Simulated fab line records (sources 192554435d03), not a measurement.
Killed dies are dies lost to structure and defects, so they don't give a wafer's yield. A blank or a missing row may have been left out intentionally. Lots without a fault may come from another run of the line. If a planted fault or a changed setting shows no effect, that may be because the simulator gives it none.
fab line records + flow n5Finfet
[record]
- lots = 7
- wafers = 20
- lastDay = 18
route steps=1938 shown MOL_CONTACT_COAG@535 BEOL_M4@1111
lots with no fault: from the same line, run without faults
startH: start of the lot's first displayed wafer, in hours after the record's first day + waitH: hours from the lot's prior step to this one + " same as the row above + L1.1+2: a row that stands for several wafers + - no value, or no start given + * or withheld: withheld + < > ~ a bound
route shown NAME@n: names a module that has steps shown in the file, with the first one's number in the route + usual: mean and standard deviation over wafers with no fault + same: alike in all rows + chamber/n: place in a boat + sites: readings site by site + _std_site: their standard deviation + _edge_site: inner sites' mean taken away from outer sites' mean + radiusMm: how far each site lies from the wafer's centre + mask NAME#n: copy n + behind: tool/chamber where the wafer was last shaped + hold: reason for holding the lot/hours on hold/outcome of the hold + device: names the non-switching transistor (n, p or np) + end of line: the tests these same wafers got at the end of their route + where a step has no rows: the recipe by itself + killed: dies that structure and defects cost at the first sort, which is not the same as the wafer's yield + map: per-die view of a wafer (x killed, . not killed, _ where there is no die)
set.NAME: the setting that was run; set.NAME@STEP: the one run at that earlier step + model.NAME: the simulator's own value behind a step, which no gauge read
lots at selected steps of the route; one table per step, one row per wafer
services: the hour from which a tool's chamber was out of use, counted from the record's first day as startH (under 0 if before that day), plus the number of hours and why
[[steps]]
[step N5_MOL_CONTACT_COAG_CONTACT_ETCH_14]
[recipe]
- chemistry = C4F6/O2
- target = SiO2
- targetDepthA = 275
- overetchA = 85
- maskMaterial = SOC
- pressureMtorr = 30
- sourceW = 370
- biasW = 185
- Ar_flow_sccm = 300
- C4F6_flow_sccm = 16
- O2_flow_sccm = 10
- timeS = 20
- ionEnergyEv = 259.6
[step N5_MOL_CONTACT_COAG_STRIP_109]
[recipe]
- chemistry = C4F6/O2
- resist = SiARC
- rfFrequencyHz = 6e+07
[step N5_MOL_CONTACT_COAG_ETCH_15]
[recipe]
- chemistry = CH3F/O2
- target = SiNx
- targetDepthA = 70
- maskMaterial = SOC
- stopOn = Si:P
- overEtchFrac = 0.75
- ionEnergyEv = 120
- pressureMtorr = 30
- sourceW = 395
- biasW = 73
- Ar_flow_sccm = 150
- CH3F_flow_sccm = 30
- O2_flow_sccm = 20
[step N5_MOL_CONTACT_COAG_ETCH_110]
[recipe]
- chemistry = CF4/O2
- target = Si
- targetDepthA = 25
- timeS = 8
- pressureMtorr = 100
- sourceW = 200
- biasW = 12
- ionEnergyEv = 60
- Ar_flow_sccm = 100
- cf4FlowSccm = 100
- O2_flow_sccm = 10
[usual]
- drypumpMotorCurrentA = 5.9/0.41
- mfcArSccm = 99.97/0.28
- oesProductAu = 0.77/0.079
- rfVppV = 127.1/1.5
- showerheadPlenumPTorr = 2.22/0.066
- throttleValvePct = 10.70/0.26
| lot.wafer | tool       | chamber | startH | waitH | drypumpMotorCurrentA | mfcArSccm | oesProductAu | rfHoursCounterH | rfVppV | showerheadPlenumPTorr | throttleValvePct |
|-----------|------------|---------|--------|-------|----------------------|-----------|--------------|-----------------|--------|-----------------------|------------------|
| L433.2    | rieDiel-03 | 3       | 101.64 | 0.0   | 6.3                  | 99.73     | 0.72         | 215             | 125.7  | 2.21                  | 11.11            |
| L433.5    | "          | 3       | "      | "     | 6.3                  | 100.11    | 0.71         | -               | 126.1  | 2.21                  | 11.09            |
| L433.6    | "          | 0       | "      | "     | 6.3                  | 99.78     | 0.68         | -               | 127.7  | 2.19                  | 10.80            |
| L437.2    | rieDiel-03 | 3       | 123.30 | 0.0   | 6.3                  | 99.95     | 0.71         | 222             | 126.2  | 2.20                  | 11.14            |
| L437.4    | "          | 0       | "      | "     | 6.3                  | 99.94     | 0.68         | 238             | 128.5  | 2.19                  | 10.82            |
| L437.6    | "          | 1       | "      | "     | 5.8                  | 100.14    | 0.74         | -               | 129.0  | 2.30                  | 10.77            |
| L438.1    | rieDiel-03 | 0       | 128.90 | 0.0   | 6.3                  | 99.58     | 0.69         | 239             | 128.9  | 2.19                  | 10.83            |
| L438.4    | "          | 1       | "      | "     | 5.8                  | 99.99     | 0.73         | 183             | 128.1  | 2.30                  | 10.78            |
| L438.5    | "          | 2       | "      | "     | 6.4                  | 99.98     | 0.74         | -               | 128.3  | 2.12                  | 10.73            |
| L449.2    | rieDiel-02 | 3       | 201.16 | 0.0   | 5.8                  | 100.16    | 0.80         | 99              | 128.7  | 2.24                  | 10.73            |
| L449.6    | "          | 2       | "      | "     | 5.6                  | 99.50     | 0.94         | -               | 126.7  | 2.27                  | 10.71            |
| L452.1    | rieDiel-01 | 1       | 214.45 | 0.0   | 5.9                  | 100.18    | 0.87         | 46              | 125.5  | 2.17                  | 10.47            |
| L452.3    | "          | 0       | "      | "     | 6.2                  | 100.19    | 0.93         | 17              | 125.5  | 2.27                  | 10.14            |
| L452.5    | "          | 0       | "      | "     | 6.2                  | 100.37    | 0.93         | -               | 125.8  | 2.27                  | 10.15            |
| L453.2    | rieDiel-03 | 2       | 221.15 | 0.0   | 6.4                  | 100.24    | 0.71         | 214             | 128.5  | 2.11                  | 10.86            |
| L453.3    | "          | 0       | "      | "     | 6.3                  | 100.07    | 0.93         | 10              | 129.5  | 2.18                  | 10.17            |
| L453.4    | "          | 0       | "      | "     | 6.3                  | 100.33    | 0.93         | -               | 127.9  | 2.18                  | 10.17            |
| L454.2    | rieDiel-01 | 0       | 223.73 | 0.0   | 6.2                  | 100.32    | 0.92         | 21              | 126.0  | 2.26                  | 10.16            |
| L454.4    | "          | 2       | "      | "     | 5.6                  | 99.63     | 0.75         | 195             | 124.6  | 2.21                  | 10.65            |
| L454.6    | "          | 2       | "      | "     | 5.6                  | 100.09    | 0.74         | -               | 124.5  | 2.21                  | 10.66            |
[step N5_MOL_CONTACT_COAG_STRIP_98]
[recipe]
- chemistry = N2/H2
- powerW = 500
- tempC = 40
- pressureMtorr = 50
- rfFrequencyHz = 6e+07
- overashFraction = 0.3
- biasPowerW = 8
- h2Frac = 0.5
- n2FlowSccm = 300
- h2FlowSccm = 300
[usual]
- drypumpMotorCurrentA = 6.0/0.41
- h2FlowSccm = 300.1/0.97
- oesProductAu = 0.77/0.079
- rfVppV = 54.2/1.4
- showerheadPlenumPTorr = 3.35/0.1
- throttleValvePct = 18.86/0.29
| lot.wafer | tool       | chamber | startH | waitH | drypumpMotorCurrentA | h2FlowSccm | oesProductAu | rfHoursCounterH | rfVppV | showerheadPlenumPTorr | throttleValvePct |
|-----------|------------|---------|--------|-------|----------------------|------------|--------------|-----------------|--------|-----------------------|------------------|
| L433.2    | rieDiel-03 | 3       | 101.69 | 0.0   | 6.3                  | 300.2      | 0.71         | 215             | 52.3   | 3.34                  | 19.49            |
| L433.5    | "          | 3       | "      | "     | 6.3                  | 299.3      | 0.71         | -               | 56.3   | 3.34                  | 19.51            |
| L433.6    | "          | 0       | "      | "     | 6.3                  | 300.4      | 0.69         | -               | 53.4   | 3.32                  | 18.76            |
| L437.2    | rieDiel-03 | 3       | 123.35 | 0.0   | 6.3                  | 299.8      | 0.71         | 222             | 53.4   | 3.33                  | 19.53            |
| L437.4    | "          | 0       | "      | "     | 6.3                  | 300.3      | 0.68         | 238             | 54.4   | 3.31                  | 18.76            |
| L437.6    | "          | 1       | "      | "     | 5.8                  | 301.5      | 0.73         | -               | 54.3   | 3.48                  | 18.85            |
| L438.1    | rieDiel-03 | 0       | 128.95 | 0.0   | 6.3                  | 300.7      | 0.69         | 239             | 55.7   | 3.31                  | 18.73            |
| L438.4    | "          | 1       | "      | "     | 5.8                  | 299.8      | 0.73         | 183             | 53.9   | 3.48                  | 18.81            |
| L438.5    | "          | 2       | "      | "     | 6.4                  | 299.0      | 0.74         | -               | 53.0   | 3.21                  | 18.67            |
| L449.2    | rieDiel-02 | 3       | 201.21 | 0.0   | 5.9                  | 300.9      | 0.77         | 99              | 56.4   | 3.38                  | 18.78            |
| L449.6    | "          | 2       | "      | "     | 5.6                  | 298.0      | 0.92         | -               | 55.1   | 3.43                  | 18.85            |
| L452.1    | rieDiel-01 | 1       | 214.50 | 0.0   | 5.9                  | 299.6      | 0.86         | 46              | 56.1   | 3.28                  | 18.93            |
| L452.3    | "          | 0       | "      | "     | 6.2                  | 300.9      | 0.92         | 17              | 54.4   | 3.43                  | 18.26            |
| L452.5    | "          | 0       | "      | "     | 6.2                  | 301.1      | 0.90         | -               | 52.5   | 3.43                  | 18.25            |
| L453.2    | rieDiel-03 | 2       | 221.19 | 0.0   | 6.4                  | 298.7      | 0.70         | 214             | 53.3   | 3.19                  | 18.74            |
| L453.3    | "          | 0       | "      | "     | 6.3                  | 298.6      | 0.93         | 10              | 53.8   | 3.30                  | 18.34            |
| L453.4    | "          | 0       | "      | "     | 6.3                  | 300.3      | 0.93         | -               | 55.1   | 3.30                  | 18.35            |
| L454.2    | rieDiel-01 | 0       | 223.78 | 0.0   | 6.2                  | 298.6      | 0.91         | 21              | 54.1   | 3.43                  | 18.28            |
| L454.4    | "          | 2       | "      | "     | 5.6                  | 300.0      | 0.73         | 195             | 54.4   | 3.33                  | 18.74            |
| L454.6    | "          | 2       | "      | "     | 5.6                  | 300.8      | 0.74         | -               | 54.5   | 3.33                  | 18.76            |
[step N5_MOL_CONTACT_COAG_CD_MEAS_99]
[recipe]
- targetCdNm = 17.2
- polarity = opening
[usual]
- cdNm = 17.2/0.33
| lot.wafer | tool     | chamber | startH | waitH | cdNm |
|-----------|----------|---------|--------|-------|------|
| L433.2    | cdSem-02 | -       | 101.76 | -     | 16.7 |
| L433.5    | "        | -       | "      | "     | 17.7 |
| L433.6    | "        | -       | "      | "     | 17.1 |
| L437.2    | cdSem-02 | -       | 123.42 | -     | 17.0 |
| L437.4    | "        | -       | "      | "     | 16.9 |
| L437.6    | "        | -       | "      | "     | 17.3 |
| L438.1    | cdSem-01 | -       | 129.02 | -     | 16.7 |
| L438.4    | "        | -       | "      | "     | 17.6 |
| L438.5    | "        | -       | "      | "     | 17.5 |
| L449.2    | cdSem-02 | -       | 201.28 | -     | 17.0 |
| L449.6    | "        | -       | "      | "     | 17.3 |
| L452.1    | cdSem-03 | -       | 214.57 | -     | 17.6 |
| L452.3    | "        | -       | "      | "     | 17.7 |
| L452.5    | "        | -       | "      | "     | 18.0 |
| L453.2    | cdSem-01 | -       | 221.27 | -     | 16.7 |
| L453.3    | "        | -       | "      | "     | 16.7 |
| L453.4    | "        | -       | "      | "     | 17.1 |
| L454.2    | cdSem-03 | -       | 223.85 | -     | 17.6 |
| L454.4    | "        | -       | "      | "     | 17.4 |
| L454.6    | "        | -       | "      | "     | 17.8 |
[step N5_MOL_CONTACT_COAG_IMPLANT_129]
[recipe]
- species = Ge
- energyKev = 3
- doseCm2 = 6e+14
- tiltDeg = 0
- rotationDeg = 0
[step N5_MOL_CONTACT_COAG_PRECLEAN_111]
[recipe]
- chemistry = NF3:NH3
- afsCycles = 1
- tempC = 30
- timeS = 20
- sublimationTempC = 180
- sublimationTimeS = 60
- pressureTorr = 3
- rfPowerW = 30
[step N5_MOL_CONTACT_COAG_TI_SIL_19]
[recipe]
- material = Ti
- targetThkA = 42
- tempC = 200
- chamberPressurePa = 5
- powerW = 5000
- timeS = 15
[step N5_MOL_CONTACT_COAG_ALD_20]
[recipe]
- material = TiN
- targetThkA = 15
- tempC = 400
- aldPrecursorFamily = TiCl4
- aldCoReactant = NH3
- pulseTimeS = 1
- purgeTimeS = 3
- coReactantPurgeTimeS = 2
- coReactantPulseTimeS = 2
- aldCycles = 68
- pressureTorr = 3
[usual]
- heaterPowerW = 857/70
- precursorPulseHeightRel = 0.999/0.02
| lot.wafer | tool        | chamber | startH | waitH | heaterPowerW | precursorPulseHeightRel |
|-----------|-------------|---------|--------|-------|--------------|-------------------------|
| L433.2    | aldMetal-02 | 3       | 102.52 | 0.1   | 825          | 0.995                   |
| L433.5    | "           | 0       | "      | "     | 936          | 0.980                   |
| L433.6    | "           | 3       | "      | "     | 792          | 1.002                   |
| L437.2    | aldMetal-02 | 3       | 123.99 | 0.1   | 848          | 0.977                   |
| L437.4    | "           | 2       | "      | "     | 767          | 0.983                   |
| L437.6    | "           | 2       | "      | "     | 746          | 0.921                   |
| L438.1    | aldMetal-02 | 1       | 129.68 | 0.1   | 865          | 0.972                   |
| L438.4    | "           | 2       | "      | "     | 754          | 0.976                   |
| L438.5    | "           | 1       | "      | "     | 846          | 1.010                   |
| L449.2    | aldMetal-03 | 1       | 202.09 | 0.1   | 775          | 1.009                   |
| L449.6    | "           | 3       | "      | "     | 860          | 0.996                   |
| L452.1    | aldMetal-03 | 0       | 215.21 | 0.1   | 805          | 0.982                   |
| L452.3    | "           | 2       | "      | "     | 907          | 0.967                   |
| L452.5    | "           | 0       | "      | "     | 816          | 0.985                   |
| L453.2    | aldMetal-03 | 2       | 221.88 | 0.1   | 922          | 1.015                   |
| L453.3    | "           | 0       | "      | "     | 804          | 0.997                   |
| L453.4    | "           | 2       | "      | "     | 877          | 0.996                   |
| L454.2    | aldMetal-02 | 3       | 224.65 | 0.1   | 824          | 1.002                   |
| L454.4    | "           | 0       | "      | "     | 929          | 0.995                   |
| L454.6    | "           | 0       | "      | "     | 949          | 1.012                   |
[step N5_MOL_CONTACT_COAG_SIL_ANNEAL_21]
[recipe]
- tempC = 550
- timeS = 60
- ambient = N2
[usual]
- lampPowerPct = 6.21/0.15
- lamp_zone_7_pct = 6.53/0.16
- wafer_temp_C_max = 551.9/0.53
| lot.wafer | tool         | chamber | startH | waitH | lampPowerPct | lamp_zone_7_pct | wafer_temp_C_max |
|-----------|--------------|---------|--------|-------|--------------|-----------------|------------------|
| L433.2    | rtpAnneal-01 | 0       | 103.15 | 0.5   | 6.06         | 6.37            | 552.5            |
| L433.5    | "            | 0       | "      | "     | 6.06         | 6.37            | 552.3            |
| L433.6    | "            | 0       | "      | "     | 6.05         | 6.37            | 552.7            |
| L437.2    | rtpAnneal-01 | 0       | 124.52 | 0.4   | 6.06         | 6.37            | 552.3            |
| L437.4    | "            | 0       | "      | "     | 6.05         | 6.37            | 552.4            |
| L437.6    | "            | 0       | "      | "     | 6.06         | 6.37            | 551.8            |
| L438.1    | rtpAnneal-01 | 0       | 130.06 | 0.2   | 6.06         | 6.37            | 551.9            |
| L438.4    | "            | 0       | "      | "     | 6.06         | 6.36            | 552.5            |
| L438.5    | "            | 0       | "      | "     | 6.07         | 6.36            | 552.2            |
| L449.2    | rtpAnneal-02 | 0       | 202.50 | 0.2   | 6.36         | 6.69            | 551.1            |
| L449.6    | "            | 0       | "      | "     | 6.36         | 6.69            | 551.8            |
| L452.1    | rtpAnneal-01 | 0       | 215.75 | 0.4   | 6.07         | 6.37            | 553.2            |
| L452.3    | "            | 0       | "      | "     | 6.05         | 6.37            | 552.7            |
| L452.5    | "            | 0       | "      | "     | 6.06         | 6.37            | 552.1            |
| L453.2    | rtpAnneal-01 | 0       | 222.29 | 0.2   | 6.05         | 6.37            | 551.6            |
| L453.3    | "            | 0       | "      | "     | 6.06         | 6.37            | 551.6            |
| L453.4    | "            | 0       | "      | "     | 6.07         | 6.37            | 552.4            |
| L454.2    | rtpAnneal-01 | 0       | 225.08 | 0.3   | 6.07         | 6.37            | 552.1            |
| L454.4    | "            | 0       | "      | "     | 6.06         | 6.36            | 552.3            |
| L454.6    | "            | 0       | "      | "     | 6.06         | 6.37            | 553.6            |
[step N5_MOL_CONTACT_COAG_PRE_CLEAN_141]
[recipe]
- gas = H2/He
- timeS = 60
- tempC = 300
[usual]
- heaterPowerW = 466/45
| lot.wafer | tool          | chamber | startH | waitH | heaterPowerW |
|-----------|---------------|---------|--------|-------|--------------|
| L433.2    | pvdSputter-02 | -       | 104.34 | 1.2   | 495          |
| L433.5    | "             | -       | "      | "     | 509          |
| L433.6    | "             | -       | "      | "     | 453          |
| L437.2    | pvdSputter-03 | -       | 126.49 | 1.9   | 378          |
| L437.4    | "             | -       | "      | "     | 561          |
| L437.6    | "             | -       | "      | "     | 563          |
| L438.1    | pvdSputter-02 | -       | 130.29 | 0.2   | 463          |
| L438.4    | "             | -       | "      | "     | 512          |
| L438.5    | "             | -       | "      | "     | 449          |
| L449.2    | pvdSputter-02 | -       | 203.29 | 0.8   | 484          |
| L449.6    | "             | -       | "      | "     | 475          |
| L452.1    | pvdSputter-02 | -       | 216.33 | 0.6   | 469          |
| L452.3    | "             | -       | "      | "     | 454          |
| L452.5    | "             | -       | "      | "     | 476          |
| L453.2    | pvdSputter-02 | -       | 222.49 | 0.2   | 466          |
| L453.3    | "             | -       | "      | "     | 482          |
| L453.4    | "             | -       | "      | "     | 499          |
| L454.2    | pvdSputter-03 | -       | 225.65 | 0.5   | 416          |
| L454.4    | "             | -       | "      | "     | 547          |
| L454.6    | "             | -       | "      | "     | 559          |
[step N5_MOL_CONTACT_COAG_SPUTTER_143]
[recipe]
- material = Co
- targetThkA = 25
- tempC = 25
- chamberPressurePa = 0.2
[usual]
- chamberPressurePa = 0.2000/0.00043
- throttleValvePct = 30.9/0.73
| lot.wafer | tool          | chamber | startH | waitH | chamberPressurePa | throttleValvePct | model.Co_of_MOL_CONTACT_COAG_SPUTTER_143.thkNm |
|-----------|---------------|---------|--------|-------|-------------------|------------------|------------------------------------------------|
| L433.2    | pvdSputter-02 | -       | 104.40 | 0.0   | 0.2007            | 31.2             | 2.6                                            |
| L433.5    | "             | -       | "      | "     | 0.1999            | 32.0             | 2.4                                            |
| L433.6    | "             | -       | "      | "     | 0.2003            | 30.1             | 2.6                                            |
| L437.2    | pvdSputter-03 | -       | 126.55 | 0.0   | 0.2009            | 30.2             | 2.8                                            |
| L437.4    | "             | -       | "      | "     | 0.2007            | 30.6             | 2.6                                            |
| L437.6    | "             | -       | "      | "     | 0.2001            | 30.4             | 2.6                                            |
| L438.1    | pvdSputter-02 | -       | 130.35 | 0.0   | 0.2000            | 30.3             | 2.6                                            |
| L438.4    | "             | -       | "      | "     | 0.2002            | 31.9             | 2.6                                            |
| L438.5    | "             | -       | "      | "     | 0.2001            | 30.3             | 2.6                                            |
| L449.2    | pvdSputter-02 | -       | 203.35 | 0.0   | 0.2006            | 31.5             | 0.8                                            |
| L449.6    | "             | -       | "      | "     | 0.2003            | 31.4             | 2.6                                            |
| L452.1    | pvdSputter-02 | -       | 216.39 | 0.0   | 0.1999            | 31.2             | 2.4                                            |
| L452.3    | "             | -       | "      | "     | 0.1996            | 30.0             | 2.4                                            |
| L452.5    | "             | -       | "      | "     | 0.2000            | 31.0             | 0.6                                            |
| L453.2    | pvdSputter-02 | -       | 222.55 | 0.0   | 0.2004            | 31.2             | 0.8                                            |
| L453.3    | "             | -       | "      | "     | 0.2004            | 31.1             | 2.4                                            |
| L453.4    | "             | -       | "      | "     | 0.2003            | 32.3             | 2.4                                            |
| L454.2    | pvdSputter-03 | -       | 225.71 | 0.0   | 0.2001            | 29.3             | 2.4                                            |
| L454.4    | "             | -       | "      | "     | 0.2001            | 30.7             | 2.4                                            |
| L454.6    | "             | -       | "      | "     | 0.1999            | 30.6             | 2.4                                            |
[step N5_MOL_CONTACT_COAG_CO_FILL_22]
[recipe]
- material = Co
- targetThkA = 200
- tempC = 200
- precursor = CCTBA/H2
- pressureTorr = 30
[step N5_BEOL_M4_RC_MEAS_101]
[usual]
- DIBL_N = 36.4/1.2
- DIBL_P = 36.1/1.6
- IOFF_N = 0.156/0.024
- IOFF_P = 0.21/0.031
- ION_N = 674/11
- ION_P = 463/6.9
- SS_N = 71.5/0.5
- SS_P = 73.2/0.55
- VT_N = 250.0/2.9
- VT_P = -250/3.6
| lot.wafer | tool      | chamber | startH | waitH | DIBL_N[mV/V] | DIBL_P[mV/V] | IOFF_N[nA/um] | IOFF_P[nA/um] | ION_N[uA/um] | ION_P[uA/um] | SS_N[mV/dec] | SS_P[mV/dec] | VT_N[mV] | VT_P[mV] |
|-----------|-----------|---------|--------|-------|--------------|--------------|---------------|---------------|--------------|--------------|--------------|--------------|----------|----------|
| L433.2    | prober-01 | 0       | 173.90 | 0.2   | 36.9         | 37.7         | 0.164         | 0.22          | 677          | 462          | 71.9         | 72.7         | 248.6    | -248     |
| L433.5    | "         | 0       | "      | "     | 36.2         | 36.7         | 0.150         | 0.20          | 664          | 453          | 71.6         | 72.9         | 249.3    | -250     |
| L433.6    | "         | 0       | "      | "     | 37.2         | 37.8         | 0.178         | 0.22          | 683          | 463          | 72.2         | 73.2         | 247.8    | -248     |
| L437.2    | prober-01 | 0       | 192.11 | 0.2   | 36.2         | 34.4         | 0.161         | 0.24          | 667          | 470          | 72.6         | 73.3         | 249.5    | -246     |
| L437.4    | "         | 0       | "      | "     | 35.2         | 32.9         | 0.143         | 0.23          | 665          | 463          | 70.9         | 73.5         | 252.3    | -247     |
| L437.6    | "         | 0       | "      | "     | 36.8         | 34.7         | 0.175         | 0.25          | 685          | 469          | 70.6         | 74.1         | 245.7    | -244     |
| L438.1    | prober-02 | 0       | 195.83 | 0.0   | 37.4         | 37.2         | 0.192         | 0.26          | 690          | 480          | 71.0         | 74.1         | 246.9    | -245     |
| L438.4    | "         | 0       | "      | "     | 36.2         | 35.9         | 0.174         | 0.22          | 694          | 472          | 71.1         | 74.0         | 248.1    | -247     |
| L438.5    | "         | 0       | "      | "     | 36.4         | 36.8         | 0.175         | 0.26          | 692          | 478          | 70.6         | 74.5         | 248.4    | -245     |
| L449.2    | prober-01 | 0       | 282.85 | 0.2   | 35.0         | 36.0         | 0.119         | 0.17          | 666          | 458          | 71.1         | 72.8         | 255.6    | -253     |
| L449.6    | "         | 0       | "      | "     | 34.4         | 35.3         | 0.112         | 0.17          | 657          | 457          | 70.8         | 72.4         | 257.3    | -256     |
| L452.1    | prober-02 | 0       | 300.83 | 0.0   | 36.3         | 35.0         | 0.132         | 0.18          | 678          | 460          | 70.2         | 72.7         | 252.7    | -253     |
| L452.3    | "         | 0       | "      | "     | 35.9         | 34.9         | 0.130         | 0.17          | 667          | 454          | 71.5         | 72.4         | 253.0    | -257     |
| L452.5    | "         | 0       | "      | "     | 36.5         | 35.0         | 0.133         | 0.18          | 671          | 462          | 71.3         | 73.5         | 252.2    | -254     |
| L453.2    | prober-02 | 0       | 314.79 | 0.2   | 36.5         | 37.3         | 0.168         | 0.22          | 673          | 464          | 71.8         | 73.5         | 247.5    | -250     |
| L453.3    | "         | 0       | "      | "     | 38.1         | 38.8         | 0.196         | 0.24          | 689          | 466          | 71.8         | 74.1         | 246.7    | -246     |
| L453.4    | "         | 0       | "      | "     | 35.9         | 35.8         | 0.140         | 0.19          | 659          | 459          | 71.7         | 73.5         | 252.1    | -250     |
| L454.2    | prober-01 | 0       | 314.90 | 0.2   | 37.0         | 36.9         | 0.183         | 0.20          | 695          | 463          | 72.7         | 73.8         | 246.0    | -251     |
| L454.4    | "         | 0       | "      | "     | 36.7         | 36.2         | 0.167         | 0.18          | 680          | 458          | 71.1         | 73.9         | 249.4    | -254     |
| L454.6    | "         | 0       | "      | "     | 35.6         | 35.2         | 0.154         | 0.17          | 679          | 457          | 72.1         | 73.0         | 247.6    | -254     |
[[services]]
| tool          | chamber | startH | hours | kind                        |
|---------------|---------|--------|-------|-----------------------------|
| rieDiel-02    | 2       | 108.20 | -     | clean                       |
| pvdSputter-02 | -       | 115.51 | 1.1   | repair                      |
| aldMetal-02   | 3       | 120.48 | -     | calibration                 |
| rieDiel-01    | 1       | 121.69 | 7.3   | repair                      |
| rieDiel-01    | 0       | 144.08 | -     | clean                       |
| rieDiel-01    | 0       | 144.08 | -     | consumableReplace:focusRing |
| rieDiel-01    | 0       | 144.08 | 27.9  | scheduledDown               |
| rieDiel-01    | 0       | 144.08 | 27.9  | ventCycle                   |
| rieDiel-02    | 3       | 152.96 | 1.8   | repair                      |
| rieDiel-03    | 0       | 165.62 | 14.4  | repair                      |
| rieDiel-01    | 1       | 172.82 | 7.6   | repair                      |
| rieDiel-02    | 0       | 174.77 | 2.9   | repair                      |
| rieDiel-03    | 0       | 180.07 | -     | clean                       |
| rieDiel-03    | 0       | 180.07 | -     | consumableReplace:focusRing |
| rieDiel-03    | 0       | 180.07 | 19.5  | scheduledDown               |
| rieDiel-03    | 0       | 180.07 | 19.5  | ventCycle                   |
| aldMetal-03   | -       | 183.35 | 8.7   | pm                          |
| rieDiel-03    | 3       | 199.55 | -     | clean                       |
| rieDiel-03    | 3       | 199.55 | -     | consumableReplace:focusRing |
| rieDiel-03    | 3       | 199.55 | 31.3  | scheduledDown               |
| rieDiel-03    | 3       | 199.55 | 31.3  | ventCycle                   |
| aldMetal-03   | 0       | 200.79 | 3.8   | repair                      |
| aldMetal-03   | -       | 209.31 | 2.8   | pm                          |
| aldMetal-03   | 1       | 214.47 | 7.8   | repair                      |
[[key]]
firstSign none at tools or gauges
[modelEffect]
- step = N5_MOL_CONTACT_COAG_SPUTTER_143
- value = Co_of_MOL_CONTACT_COAG_SPUTTER_143.thkNm
- without = 2.533
- struck = 0.7333
metAt N5_MOL_CONTACT_COAG_SPUTTER_143
struckWafers L449.2,L452.5,L453.2
onsetBetween 130.35 203.35
[fault]
- kind = processParameterDrift
- tool = pvdSputter-02
- chamber = -
- onsetH = 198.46
- steps = N5_MOL_CONTACT_COAG_SPUTTER_143
- channel = targetThkA
- offset = *
- shape = step
- endH = 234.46
- scope = struckWafersOnly
- actsIn = *
- stated = *
